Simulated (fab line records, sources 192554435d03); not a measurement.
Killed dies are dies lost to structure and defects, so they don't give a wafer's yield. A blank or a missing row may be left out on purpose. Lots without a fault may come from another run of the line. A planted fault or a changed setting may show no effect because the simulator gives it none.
fab line records | flow n5_finfet
record lots=6 wafers=18 last_day=17
route steps=1938 shown BEOL_M13@1663 PASSIVATION@1936
lots that met no fault: from a run of the same line without faults
start_h: hours from the record's first day to the start of the lot's first wafer shown | wait_h: hours since the lot's step before | " the same as in the row above | L1.1+2: a row that stands for several wafers | - no value, or no start given | * or withheld: withheld | < > ~ a bound
route shown NAME@n: a module of which the file shows steps, and the number in the route of the first | usual: mean/standard deviation of fault-free wafers | same: alike in all rows | chamber/n: place in a boat | sites: the reading at each site | _std_site: their standard deviation | _edge_site: outer sites' mean less inner sites' | radius_mm: how far each site lies from the wafer's centre | mask NAME#n: copy n | behind: the tool/chamber that last shaped the wafer | hold: why the lot was held/for how many hours/how that ended | device: the transistor (n, p or np) that didn't switch | end of line: the same wafers' tests at the end of the route | a step without rows: its recipe alone | killed: dies lost to structure and defects at the first sort, not the wafer's yield | map: a wafer's dies, x killed, . not, _ none there
set.NAME: the setting as run; set.NAME@STEP: as run at that earlier step | model.NAME: the simulator's own value behind a step, which no gauge read
lots at some steps of the route; a table a step, a row a wafer
services: from which hour (start_h, from the record's first day; less than 0 if before it) a tool's chamber was out of use, for how many hours, and why
## steps
# step N5_BEOL_M13_EBR_06
# recipe solvent=PGMEA ebr_width_mm=1.5
# step N5_BEOL_M13_SOFTBAKE_05
# recipe temp_c=130 time_s=60
# step N5_BEOL_M13_EXPOSE_07
# recipe mask_id=V12 na=0.93 source_shape=conventional sigma_outer=0.6 polarization=unpolarized attpsm_phase_deg=180 dose_mj=24.8
# step N5_BEOL_M13_PEB_08
# recipe peb_temp_c=130 peb_time_s=90
# step N5_BEOL_M13_DEVELOP_09
# recipe develop_time_s=45 rinse_liquid=diw dry=air_spin dev_temp_c=21
# step N5_BEOL_M13_HARDBAKE_14
# recipe temp_c=130 time_s=120
# step N5_BEOL_M13_CD_MEAS_10
# recipe target_cd_nm=190 landing_energy_ev=500 detector=se_inlens polarity=opening
# usual cd_nm=191.6/1.3
# columns lot.wafer tool chamber start_h wait_h cd_nm
L126.3 cd_sem-01 0 235.18 - 190.1
L126.5 " 0 " " 190.3
L126.6 " 0 " " 189.2
L128.1 cd_sem-01 0 249.68 - 192.1
L128.5 " 0 " " 190.3
L128.6 " 0 " " 191.6
L133.2 cd_sem-01 0 278.56 - 192.6
L133.3 " 0 " " 193.4
L133.5 " 0 " " 191.9
L135.4 cd_sem-02 0 283.66 - 192.0
L135.5 " 0 " " 191.9
L135.6 " 0 " " 190.7
L142.2 cd_sem-03 0 347.47 - 192.4
L142.3 " 0 " " 191.8
L142.6 " 0 " " 190.8
L148.1 cd_sem-03 0 373.26 - 193.1
L148.3 " 0 " " 192.5
L148.6 " 0 " " 191.8
# step N5_BEOL_M13_OVL_MEAS_11
# recipe points_per_wafer=44
# usual V12_OVL=-1/5.4
# same points_per_wafer=44
# columns lot.wafer tool chamber start_h wait_h V12_OVL[nm]
L126.3 overlay-02 0 235.21 0.0 -3
L126.5 " 0 " " -1
L126.6 " 0 " " 1
L128.1 overlay-02 0 249.71 0.0 -5
L128.5 " 0 " " -3
L128.6 " 0 " " -1
L133.2 overlay-02 0 278.59 0.0 3
L133.3 " 0 " " 3
L133.5 " 0 " " 3
L135.4 overlay-02 0 283.69 0.0 1
L135.5 " 0 " " -2
L135.6 " 0 " " 10
L142.2 overlay-01 0 347.50 0.0 -7
L142.3 " 0 " " 0
L142.6 " 0 " " -6
L148.1 overlay-02 0 373.29 0.0 -2
L148.3 " 0 " " 3
L148.6 " 0 " " 0
# step N5_BEOL_M13_INSPECT_12
# recipe mode=adi inspect_instrument=macro
# usual raw_defect_count=2.1/1.6
# columns lot.wafer tool chamber start_h wait_h raw_defect_count
L126.3 defect_inspect-01 - 235.23 0.0 1
L126.5 " - " " 4
L126.6 " - " " 6
L128.1 defect_inspect-01 - 249.74 0.0 4
L128.5 " - " " 2
L128.6 " - " " 1
L133.2 defect_inspect-01 - 278.61 0.0 2
L133.3 " - " " 3
L133.5 " - " " 4
L135.4 defect_inspect-02 - 283.72 0.0 6
L135.5 " - " " 3
L135.6 " - " " 2
L142.2 defect_inspect-01 - 347.53 0.0 4
L142.3 " - " " 4
L142.6 " - " " 1
L148.1 defect_inspect-02 - 373.32 0.0 1
L148.3 " - " " 5
L148.6 " - " " 1
# step N5_BEOL_M13_DESCUM_15
# recipe chemistry=O2 time_s=7.9 source_power_w=50 bias_power_w=20 pressure_mtorr=20 rf_frequency_hz=2.712e+07 temp_c=40 o2_flow_sccm=225
# usual chamber_pressure_mTorr=20.001/0.018 drypump_motor_current_A=5.84/0.21 oes_product_au=0.79/0.088 rf_vpp_V=243.1/1.5 showerhead_plenum_p_Torr=2.09/0.089 throttle_valve_pct=20.51/0.25
# columns lot.wafer tool chamber start_h wait_h chamber_pressure_mTorr drypump_motor_current_A oes_product_au rf_hours_counter_h rf_vpp_V showerhead_plenum_p_Torr throttle_valve_pct
L126.3 rie_diel-05 1 235.27 0.0 19.965 5.67 1.01 0 241.7 2.07 20.17
L126.5 " 0 " " 19.989 5.83 0.68 - 241.6 2.06 20.91
L126.6 " 3 " " 20.034 5.98 0.73 - 240.6 2.00 20.62
L128.1 rie_diel-03 0 249.77 0.0 19.979 6.28 0.71 202 241.9 2.08 20.78
L128.5 " 0 " " 19.989 6.29 0.70 - 242.7 2.08 20.80
L128.6 " 1 " " 19.996 5.61 0.73 - 240.5 2.00 20.55
L133.2 rie_diel-04 0 278.65 0.0 19.974 5.60 0.71 210 242.7 1.98 20.48
L133.3 " 3 " " 20.009 6.23 0.72 206 240.5 2.07 20.77
L133.5 " 3 " " 20.009 6.22 0.72 - 243.2 2.07 20.77
L135.4 rie_diel-05 3 283.75 0.0 19.982 5.99 0.73 185 241.1 1.99 20.64
L135.5 " 1 " " 19.992 5.68 0.94 - 242.4 2.06 20.17
L135.6 " 0 " " 20.003 5.82 0.95 - 241.8 2.06 20.53
L142.2 rie_diel-04 3 347.56 0.0 20.003 6.21 0.70 226 239.7 2.06 20.78
L142.3 " 2 " " 20.017 5.61 0.83 48 245.4 2.21 20.16
L142.6 " 1 " " 20.026 5.99 0.81 - 240.9 2.02 20.24
L148.1 rie_diel-04 3 373.35 0.0 20.036 6.23 0.70 237 243.5 2.06 20.79
L148.3 " 1 " " 20.006 6.03 0.80 133 242.9 2.02 20.24
L148.6 " 3 " " 20.011 6.23 0.70 - 243.3 2.06 20.81
# step N5_BEOL_M13_ETCH_59
# recipe chemistry=N2/H2 target=BARC target_depth_a=890 overetch_a=267 time_s=67.9 ion_energy_ev=200 pressure_mtorr=30 source_w=840 bias_w=150 n2_flow_sccm=200 h2_flow_sccm=200
# usual chamber_pressure_mTorr=29.998/0.028 drypump_motor_current_A=5.85/0.22 oes_product_au=0.68/0.072 rf_vpp_V=524/3.1 showerhead_plenum_p_Torr=2.54/0.1 throttle_valve_pct=17.95/0.25
# columns lot.wafer tool chamber start_h wait_h chamber_pressure_mTorr drypump_motor_current_A oes_product_au rf_hours_counter_h rf_vpp_V showerhead_plenum_p_Torr throttle_valve_pct
L126.3 rie_diel-05 1 235.30 0.0 30.024 5.68 0.86 0 523 2.50 17.59
L126.5 " 0 " " 29.959 5.82 0.58 - 524 2.50 18.31
L126.6 " 3 " " 30.013 6.00 0.62 - 522 2.42 17.96
L128.1 rie_diel-03 0 249.81 0.0 29.983 6.26 0.61 202 523 2.52 18.24
L128.5 " 0 " " 30.022 6.27 0.61 - 523 2.52 18.22
L128.6 " 1 " " 29.972 5.60 0.63 - 521 2.43 18.21
L133.2 rie_diel-04 0 278.68 0.0 30.020 5.52 0.61 210 519 2.40 17.99
L133.3 " 3 " " 30.058 6.21 0.61 206 522 2.53 18.25
L133.5 " 3 " " 29.936 6.22 0.62 - 523 2.53 18.24
L135.4 rie_diel-05 3 283.79 0.0 30.037 6.02 0.62 185 520 2.42 17.97
L135.5 " 1 " " 30.028 5.68 0.79 - 522 2.49 17.62
L135.6 " 0 " " 30.005 5.83 0.80 - 524 2.50 17.89
L142.2 rie_diel-04 3 347.59 0.0 29.995 6.23 0.60 226 522 2.52 18.28
L142.3 " 2 " " 30.034 5.61 0.71 48 527 2.69 17.56
L142.6 " 1 " " 29.998 6.04 0.68 - 522 2.46 17.79
L148.1 rie_diel-04 3 373.39 0.0 30.001 6.21 0.60 237 523 2.52 18.29
L148.3 " 1 " " 30.049 6.00 0.67 133 520 2.46 17.80
L148.6 " 3 " " 30.003 6.21 0.61 - 522 2.52 18.30
# step N5_BEOL_M13_VIA_ETCH_16
# recipe chemistry=C4F8/O2/Ar target=SiOC pressure_mtorr=30 source_w=3000 bias_w=700 Ar_flow_sccm=400 C4F8_flow_sccm=15 O2_flow_sccm=8 he_inner_torr=15 he_outer_torr=30 target_depth_a=9217 time_s=withheld ion_energy_ev=250 ends=cleared
# usual C4F8_flow_sccm=15.00/0.044 chamber_pressure_mTorr=30.001/0.027 drypump_motor_current_A=5.85/0.22 oes_product_au=0.71/0.079 rf_vpp_V=665/3.7 showerhead_plenum_p_Torr=3.43/0.13 throttle_valve_pct=24.31/0.22
# columns lot.wafer tool chamber start_h wait_h C4F8_flow_sccm chamber_pressure_mTorr drypump_motor_current_A oes_product_au rf_vpp_V showerhead_plenum_p_Torr throttle_valve_pct
L126.3 rie_diel-05 1 235.35 0.0 15.03 29.994 5.69 0.91 663 3.38 23.98
L126.5 " 0 " " 15.00 29.987 5.83 0.61 664 3.37 24.63
L126.6 " 3 " " 14.98 30.009 6.02 0.66 663 3.30 24.51
L128.1 rie_diel-03 0 249.86 0.0 14.95 30.037 6.26 0.64 665 3.38 24.47
L128.5 " 0 " " 14.94 29.998 6.27 0.64 665 3.38 24.46
L128.6 " 1 " " 14.97 29.994 5.58 0.67 662 3.28 24.38
L133.2 rie_diel-04 0 278.73 0.0 15.00 30.034 5.53 0.64 661 3.27 24.35
L133.3 " 3 " " 15.02 29.997 6.21 0.65 665 3.40 24.56
L133.5 " 3 " " 15.05 30.028 6.22 0.65 663 3.40 24.55
L135.4 rie_diel-05 3 283.84 0.0 15.09 29.996 6.00 0.65 662 3.29 24.53
L135.5 " 1 " " 14.99 30.013 5.67 0.83 664 3.37 24.01
L135.6 " 0 " " 14.98 29.993 5.83 0.85 664 3.36 24.33
L142.2 rie_diel-04 3 347.65 0.0 15.05 29.928 6.21 0.64 664 3.39 24.57
L142.3 " 2 " " 15.08 29.978 5.62 0.75 671 3.63 24.06
L142.6 " 1 " " 15.02 30.017 6.03 0.73 661 3.31 24.04
L148.1 rie_diel-04 3 373.44 0.0 15.01 30.019 6.23 0.64 666 3.38 24.60
L148.3 " 1 " " 14.93 30.031 6.03 0.71 663 3.31 24.04
L148.6 " 3 " " 15.03 29.979 6.20 0.64 666 3.38 24.61
# step N5_BEOL_M13_STRIP_63
# recipe chemistry=N2/H2 power_w=1000 temp_c=250 h2_frac=0.65 overash_fraction=0.3 pressure_mtorr=1000 n2_flow_sccm=1750 h2_flow_sccm=3250
# usual chamber_pressure_mTorr=999.8/0.9 drypump_motor_current_A=5.7/0.55 heater_power_w=357/21 oes_product_au=0.674/0.005 strip_time_to_endpoint_s=27.6/0.94
# columns lot.wafer tool chamber start_h wait_h chamber_pressure_mTorr drypump_motor_current_A heater_power_w oes_product_au rf_hours_counter_h strip_time_to_endpoint_s
L126.3 plasma_asher-02 1 235.61 - 1001.1 5.9 320 0.675 - 28.2
L126.5 " 0 " " 1000.7 5.9 393 0.673 - 27.5
L126.6 " 1 " " 998.5 5.9 320 0.667 - 28.1
L128.1 plasma_asher-01 0 250.09 - 998.1 5.0 369 0.673 71 29.6
L128.5 " 1 " " 998.3 6.3 361 0.669 - 28.1
L128.6 " 0 " " 998.2 5.0 359 0.672 - 28.6
L133.2 plasma_asher-01 1 278.97 - 1001.4 6.4 360 0.672 77 28.3
L133.3 " 0 " " 1001.2 5.0 344 0.663 - 27.2
L133.5 " 0 " " 999.8 5.0 359 0.674 - 27.0
L135.4 plasma_asher-01 1 284.10 - 1000.2 6.4 369 0.672 - 27.5
L135.5 " 0 " " 999.2 5.0 362 0.675 - 27.2
L135.6 " 1 " " 999.2 6.4 346 0.681 - 26.9
L142.2 plasma_asher-02 0 347.88 - 999.2 5.8 391 0.674 141 28.4
L142.3 " 0 " " 999.9 5.8 387 0.669 - 27.9
L142.6 " 1 " " 1001.1 5.9 313 0.675 - 27.2
L148.1 plasma_asher-02 1 373.68 - 1000.5 5.9 321 0.680 147 27.5
L148.3 " 0 " " 1000.2 5.8 383 0.680 - 27.8
L148.6 " 0 " " 1000.4 5.8 390 0.674 - 27.2
# step N5_BEOL_M13_STRIP_64
# recipe chemistry=N2/H2 power_w=1000 temp_c=250 h2_frac=0.65 overash_fraction=0.3 pressure_mtorr=withheld n2_flow_sccm=1750 h2_flow_sccm=3250
# usual drypump_motor_current_A=5.7/0.55 heater_power_w=357/21 oes_product_au=0.715/0.0046 strip_time_to_endpoint_s=31.37/0.078
# columns lot.wafer tool chamber start_h wait_h drypump_motor_current_A heater_power_w oes_product_au rf_hours_counter_h strip_time_to_endpoint_s
L126.3 plasma_asher-02 1 235.67 0.0 5.9 321 0.720 - 31.43
L126.5 " 0 " " 5.9 383 0.715 - 31.41
L126.6 " 1 " " 5.9 326 0.709 - 31.36
L128.1 plasma_asher-01 0 250.15 0.0 5.0 369 0.717 71 31.52
L128.5 " 1 " " 6.3 359 0.718 - 31.52
L128.6 " 0 " " 5.0 363 0.721 - 31.58
L133.2 plasma_asher-01 1 279.03 0.0 6.3 361 0.720 77 31.42
L133.3 " 0 " " 5.0 366 0.723 - 31.37
L133.5 " 0 " " 5.1 351 0.714 - 31.48
L135.4 plasma_asher-01 1 284.16 0.0 6.4 353 0.712 - 31.35
L135.5 " 0 " " 5.0 354 0.709 - 31.31
L135.6 " 1 " " 6.4 346 0.718 - 31.28
L142.2 plasma_asher-02 0 347.94 0.0 5.8 389 0.725 141 31.49
L142.3 " 0 " " 5.8 379 0.715 - 31.46
L142.6 " 1 " " 5.9 326 0.730 - 31.47
L148.1 plasma_asher-02 1 373.74 0.0 5.9 310 0.722 147 31.34
L148.3 " 0 " " 5.8 392 0.708 - 31.34
L148.6 " 0 " " 5.8 376 0.710 - 31.33
# step N5_BEOL_M13_STRIP_71
# recipe chemistry=post_etch_residue_remover time_s=60 temp_c=25 remover_ph=withheld remover_water_wt_pct=withheld remover_fluoride_wt_pct=withheld
# step N5_BEOL_M13_SRD_72
# recipe time_s=30 temp_c=23 rinse_liquid=diw dry=n2_spin spin_rpm=1500 dry_time_s=30
# step N5_BEOL_M13_CD_MEAS_17
# recipe target_cd_nm=190 polarity=opening
# usual cd_nm=191.9/1.5
# columns lot.wafer tool chamber start_h wait_h cd_nm
L126.3 cd_sem-01 - 235.81 0.0 189.8
L126.5 " - " " 189.5
L126.6 " - " " 189.5
L128.1 cd_sem-01 - 250.30 0.0 192.5
L128.5 " - " " 190.8
L128.6 " - " " 192.2
L133.2 cd_sem-02 - 279.18 0.0 192.7
L133.3 " - " " 193.4
L133.5 " - " " 191.9
L135.4 cd_sem-01 - 284.29 0.0 191.4
L135.5 " - " " 191.4
L135.6 " - " " 191.6
L142.2 cd_sem-01 - 348.09 0.0 190.9
L142.3 " - " " 191.3
L142.6 " - " " 191.0
L148.1 cd_sem-02 - 373.88 0.0 193.7
L148.3 " - " " 194.3
L148.6 " - " " 192.3
# step N5_BEOL_M13_COAT_65
# recipe resist=SOC temp_c=250 time_s=60 spin_rpm=1500 resist_thk_nm=350
# step N5_BEOL_M13_COAT_66
# recipe resist=SiARC temp_c=220 time_s=60 spin_rpm=1500 resist_thk_nm=110
# step N5_BEOL_M13_COAT_22
# recipe spin_rpm=2888 resist_thk_nm=300
# step N5_BEOL_M13_EBR_24
# recipe solvent=PGMEA ebr_width_mm=1.5
# step N5_BEOL_M13_SOFTBAKE_23
# recipe temp_c=130 time_s=60
# step N5_BEOL_M13_EXPOSE_25
# recipe mask_id=M13 na=0.93 source_shape=conventional sigma_outer=0.4 polarization=unpolarized target_cd_nm=210 dose_mj=22
# step N5_BEOL_M13_PEB_26
# recipe peb_temp_c=130 peb_time_s=90
# step N5_BEOL_M13_DEVELOP_27
# recipe develop_time_s=45 rinse_liquid=diw dry=air_spin dev_temp_c=21
# step N5_BEOL_M13_HARDBAKE_32
# recipe temp_c=130 time_s=120
# step N5_BEOL_M13_CD_MEAS_28
# recipe target_cd_nm=209.5 landing_energy_ev=500 detector=se_inlens
# usual cd_nm=209.4/1.2
# columns lot.wafer tool chamber start_h wait_h cd_nm
L126.3 cd_sem-01 0 236.26 - 210.1
L126.5 " 0 " " 211.0
L126.6 " 0 " " 209.8
L128.1 cd_sem-01 0 250.63 - 210.0
L128.5 " 0 " " 210.5
L128.6 " 0 " " 210.8
L133.2 cd_sem-02 0 279.51 - 209.3
L133.3 " 0 " " 209.7
L133.5 " 0 " " 208.1
L135.4 cd_sem-01 0 284.74 - 208.2
L135.5 " 0 " " 209.3
L135.6 " 0 " " 208.9
L142.2 cd_sem-02 0 348.42 - 209.6
L142.3 " 0 " " 209.8
L142.6 " 0 " " 208.3
L148.1 cd_sem-01 0 374.21 - 211.8
L148.3 " 0 " " 211.6
L148.6 " 0 " " 211.5
# step N5_BEOL_M13_OVL_MEAS_29
# recipe points_per_wafer=44
# usual M13_OVL=2/5.1
# same points_per_wafer=44
# columns lot.wafer tool chamber start_h wait_h M13_OVL[nm]
L126.3 overlay-02 0 236.29 0.0 0
L126.5 " 0 " " 7
L126.6 " 0 " " 6
L128.1 overlay-01 0 250.66 0.0 4
L128.5 " 0 " " 3
L128.6 " 0 " " -1
L133.2 overlay-01 0 279.53 0.0 2
L133.3 " 0 " " -1
L133.5 " 0 " " 5
L135.4 overlay-02 0 284.77 0.0 -4
L135.5 " 0 " " -1
L135.6 " 0 " " -5
L142.2 overlay-01 0 348.45 0.0 -3
L142.3 " 0 " " 5
L142.6 " 0 " " -1
L148.1 overlay-02 0 374.24 0.0 3
L148.3 " 0 " " 5
L148.6 " 0 " " 0
# step N5_BEOL_M13_INSPECT_30
# recipe mode=adi inspect_instrument=macro
# usual raw_defect_count=2.1/1.4
# columns lot.wafer tool chamber start_h wait_h raw_defect_count
L126.3 defect_inspect-01 - 236.31 0.0 1
L126.5 " - " " 3
L126.6 " - " " 1
L128.1 defect_inspect-01 - 250.68 0.0 1
L128.5 " - " " 3
L128.6 " - " " 1
L133.2 defect_inspect-01 - 279.56 0.0 >300
L133.3 " - " " >300
L133.5 " - " " >300
L135.4 defect_inspect-02 - 284.79 0.0 >300
L135.5 " - " " 288
L135.6 " - " " >300
L142.2 defect_inspect-01 - 348.47 0.0 2
L142.3 " - " " 2
L142.6 " - " " 4
L148.1 defect_inspect-01 - 374.26 0.0 1
L148.3 " - " " 7
L148.6 " - " " 4
# step N5_BEOL_M13_DESCUM_33
# recipe chemistry=O2 time_s=7.9 source_power_w=50 bias_power_w=20 pressure_mtorr=20 rf_frequency_hz=2.712e+07 temp_c=40 o2_flow_sccm=225
# usual chamber_pressure_mTorr=19.999/0.018 drypump_motor_current_A=5.86/0.25 oes_product_au=0.79/0.081 rf_vpp_V=243.1/1.6 showerhead_plenum_p_Torr=2.09/0.087 throttle_valve_pct=20.46/0.26
# columns lot.wafer tool chamber start_h wait_h chamber_pressure_mTorr drypump_motor_current_A oes_product_au rf_hours_counter_h rf_vpp_V showerhead_plenum_p_Torr throttle_valve_pct
L126.3 rie_diel-04 3 236.35 0.0 19.988 6.22 0.74 191 243.2 2.07 20.74
L126.5 " 1 " " 19.967 5.98 0.84 - 240.7 2.03 20.19
L126.6 " 2 " " 20.039 5.59 0.91 - 244.4 2.22 20.11
L128.1 rie_diel-03 3 250.72 0.0 19.984 5.77 0.91 17 246.1 2.23 20.15
L128.5 " 3 " " 20.008 5.79 0.92 - 245.2 2.23 20.15
L128.6 " 0 " " 19.981 6.31 0.71 - 243.4 2.08 20.79
L133.2 rie_diel-03 2 279.59 0.0 19.996 5.73 0.74 186 244.4 2.18 20.67
L133.3 " 0 " " 20.020 6.26 0.70 211 243.5 2.08 20.80
L133.5 " 0 " " 19.997 6.24 0.70 - 244.0 2.08 20.81
L135.4 rie_diel-04 3 284.84 0.0 19.992 6.21 0.72 - 242.1 2.07 20.77
L135.5 " 2 " " 20.010 5.60 0.86 - 243.6 2.22 20.12
L135.6 " 0 " " 19.987 5.50 0.71 - 242.3 1.98 20.49
L142.2 rie_diel-05 2 348.50 0.0 20.001 5.80 0.81 108 244.5 2.21 20.71
L142.3 " 3 " " 20.010 5.99 0.70 202 240.7 1.99 20.65
L142.6 " 2 " " 19.986 5.80 0.82 - 243.8 2.21 20.71
L148.1 rie_diel-05 0 374.30 0.0 19.969 5.82 0.89 28 241.6 2.05 20.55
L148.3 " 2 " " 19.976 5.81 0.81 118 244.6 2.21 20.70
L148.6 " 0 " " 20.026 5.81 0.88 - 241.6 2.05 20.57
# step N5_PASSIVATION_PROBE_49
# usual defect_limited_yield=91.0/1.5 killed_at_M0_to_M3=34/11 killed_at_M4_up=14/5.3 killed_at_contacts=13/7 killed_at_front_end=41/13 killed_at_other=4/3.1 killed_dies=106/17 killed_open=70/12 killed_short=35/8 sort_bin_5_function=5.2/0.98 sort_bin_6_memory=3.4/0.69 sort_n_pass=1074/17 sort_yield_pct=91.0/1.5
# same gross_dies=1180 killed_at_back_side=0 sort_bin_4_leakage[%]=0 sort_bin_8_speed[%]=0
# columns lot.wafer tool chamber start_h wait_h defect_limited_yield[%] killed_at_M0_to_M3 killed_at_M4_up killed_at_contacts killed_at_front_end killed_at_other killed_dies killed_open killed_short sort_bin_5_function[%] sort_bin_6_memory[%] sort_n_pass sort_yield_pct[%]
L126.3 prober-02 - 267.24 0.1 93.2 15 16 19 27 3 80 55 25 4.0 2.6 1100 93.2
L126.5 prober-02 - 267.34 0.2 93.1 32 14 10 25 1 82 56 24 3.9 2.6 1098 93.1
L126.6 prober-02 - 267.39 0.3 92.5 22 20 18 28 1 89 56 25 3.8 3.1 1091 92.5
L128.1 prober-01 - 288.70 0.0 92.7 25 16 4 35 6 86 59 24 4.5 2.6 1094 92.7
L128.5 prober-01 - 288.90 0.2 93.2 29 22 4 24 1 80 46 29 3.6 2.7 1100 93.2
L128.6 prober-01 - 288.95 0.3 91.8 31 17 5 42 2 97 68 28 4.9 3.1 1083 91.8
L142.2 prober-02 - 377.21 0.1 91.5 38 14 16 31 1 100 59 41 4.0 3.6 1080 91.5
L142.3 prober-02 - 377.26 0.1 92.8 32 7 16 28 2 85 61 23 3.7 3.1 1095 92.8
L142.6 prober-02 - 377.41 0.3 91.1 41 11 19 32 2 105 72 33 4.9 3.6 1075 91.1
L148.1 prober-02 - 409.81 0.0 93.4 22 9 11 34 2 78 56 22 4.2 2.2 1102 93.4
L148.3 prober-02 - 409.91 0.1 90.8 52 12 4 39 1 108 72 35 5.0 3.8 1072 90.8
L148.6 prober-02 - 410.06 0.3 91.6 29 17 10 42 1 99 69 30 4.2 4.0 1081 91.6
# killed by level:class
L126.3 MOL_CONTACT_COAG:geometric_particle:open=15 FIN_SAQP:geometric_particle:open=7 BEOL_M4:geometric_particle:open=7 BEOL_M0_SAQP:geometric_particle:open=6 FIN_SAQP:geometric_particle:short=4 MOL_CONTACT_COAG:geometric_particle:short=4 BEOL_M1:geometric_particle:open=4 BEOL_M0_SAQP:geometric_particle:short=3
L126.5 BEOL_M0_SAQP:geometric_particle:open=12 MOL_CONTACT_COAG:geometric_particle:open=10 FIN_SAQP:geometric_particle:short=7 BEOL_M2:geometric_particle:open=7 BEOL_M0_SAQP:geometric_particle:short=5 FIN_SAQP:geometric_particle:open=4 BEOL_M3:geometric_particle:short=3 BEOL_M5:geometric_particle:open=3
L126.6 MOL_CONTACT_COAG:geometric_particle:open=14 BEOL_M0_SAQP:geometric_particle:short=8 FIN_SAQP:geometric_particle:open=6 FIN_SAQP:geometric_particle:short=6 BEOL_M0_SAQP:geometric_particle:open=6 BEOL_M4:geometric_particle:open=6 HKMG_FIN:area_etch=5 MOL_CONTACT_COAG:geometric_particle:short=4
L128.1 BEOL_M4:geometric_particle:open=8 GATE_CUT:geometric_particle:short=6 FIN_SAQP:geometric_particle:short=5 BEOL_M3:geometric_particle:open=5 STI_FIN_REVEAL:geometric_particle:open=5 GATE_CUT:geometric_particle:open=5 BEOL_M0_SAQP:geometric_particle:open=5 STARTING-WAFER:geometric_particle:open=5
L128.5 BEOL_M4:geometric_particle:open=12 BEOL_M0_SAQP:geometric_particle:open=8 BEOL_M3:geometric_particle:open=7 BEOL_M0_SAQP:geometric_particle:short=6 STARTING-WAFER:geometric_particle:open=4 FIN_SAQP:geometric_particle:short=3 GATE_CUT:geometric_particle:short=3 BEOL_M1:geometric_particle:short=3
L128.6 STI_FIN_REVEAL:geometric_particle:open=8 FIN_SAQP:geometric_particle:short=6 DUMMY_GATE:geometric_particle:open=6 BEOL_M0_SAQP:geometric_particle:open=6 BEOL_M1:geometric_particle:open=6 BEOL_M4:geometric_particle:open=6 BEOL_M3:geometric_particle:open=5 BEOL_M2:geometric_particle:open=4
L142.2 MOL_CONTACT_COAG:geometric_particle:open=14 BEOL_M2:geometric_particle:open=14 FIN_SAQP:geometric_particle:short=12 BEOL_M0_SAQP:geometric_particle:open=5 BEOL_M3:geometric_particle:open=5 BEOL_M4:geometric_particle:open=5 BEOL_M4:geometric_particle:short=5 FIN_SAQP:geometric_particle:open=4
L142.3 MOL_CONTACT_COAG:geometric_particle:open=15 BEOL_M2:geometric_particle:open=15 BEOL_M4:geometric_particle:open=5 FIN_SAQP:geometric_particle:short=4 STI_FIN_REVEAL:geometric_particle:open=4 GATE_CUT:geometric_particle:short=4 BEOL_M2:geometric_particle:short=4 STARTING-WAFER:geometric_particle:open=4
L142.6 MOL_CONTACT_COAG:geometric_particle:open=17 BEOL_M2:geometric_particle:open=12 BEOL_M0_SAQP:geometric_particle:short=7 BEOL_M2:geometric_particle:short=6 BEOL_M0:geometric_particle:open=6 STARTING-WAFER:geometric_particle:open=6 FIN_SAQP:geometric_particle:short=5 FIN_SAQP:geometric_particle:open=4
L148.1 STI_FIN_REVEAL:geometric_particle:open=10 MOL_CONTACT_COAG:geometric_particle:open=9 BEOL_M2:geometric_particle:open=8 BEOL_M3:geometric_particle:open=8 FIN_SAQP:geometric_particle:short=7 FIN_SAQP:geometric_particle:open=6 BEOL_M4:geometric_particle:open=5 BEOL_M2:geometric_particle:short=3
L148.3 BEOL_M1:geometric_particle:open=13 BEOL_M3:geometric_particle:open=10 BEOL_M0_SAQP:geometric_particle:open=9 STI_FIN_REVEAL:geometric_particle:open=7 BEOL_M0_SAQP:geometric_particle:short=7 STARTING-WAFER:geometric_particle:open=6 FIN_SAQP:geometric_particle:open=5 FIN_SAQP:geometric_particle:short=4
L148.6 FIN_SAQP:geometric_particle:open=12 BEOL_M0_SAQP:geometric_particle:open=12 BEOL_M4:geometric_particle:open=12 FIN_SAQP:geometric_particle:short=10 MOL_CONTACT_COAG:geometric_particle:open=9 BEOL_M3:geometric_particle:open=6 BEOL_M0_SAQP:geometric_particle:short=5 STI_FIN_REVEAL:geometric_particle:open=4
## services
# columns tool chamber start_h hours kind
rie_diel-04 - 234.11 1.7 repair
rie_diel-04 0 248.92 19.3 repair
rie_diel-05 0 250.22 - clean
rie_diel-05 0 250.22 - consumable_replace:focus_ring
rie_diel-05 0 250.22 13.9 scheduled_down
rie_diel-05 0 250.22 13.9 vent_cycle
rie_diel-05 - 261.73 0.6 repair
rie_diel-05 - 266.08 0.8 repair
rie_diel-04 1 276.61 5.4 repair
rie_diel-04 - 281.45 0.4 repair
rie_diel-04 1 283.72 16.7 repair
rie_diel-05 1 290.76 9.6 repair
rie_diel-03 1 318.53 5.0 repair
rie_diel-04 0 325.47 51.5 repair
rie_diel-04 - 336.74 2.8 pm
rie_diel-05 0 345.20 7.0 repair
plasma_asher-02 - 371.17 0.6 repair
## key
first_sign step=N5_BEOL_M13_INSPECT_30 reading=raw_defect_count direction=up sigmas=99+ usual=2.1 struck=>298
effect none on later readings
met_at N5_BEOL_M13_STRIP_63
struck_wafers L133.2,L133.3,L133.5,L135.4,L135.5,L135.6
rows_end L133.2,L133.3,L133.5,L135.4,L135.5,L135.6
onset_between 250.09 278.97
also_fits N5_BEOL_M13_STRIP_64:plasma_asher-01
fault kind=chamber_particle_source tool=plasma_asher-01 chamber=- onset_h=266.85 steps=N5_BEOL_M13_STRIP_63 rate_per_visit_cm2=0.47131
# rows_end: these wafers met a further fault down the route, and their rows from its step on are left out
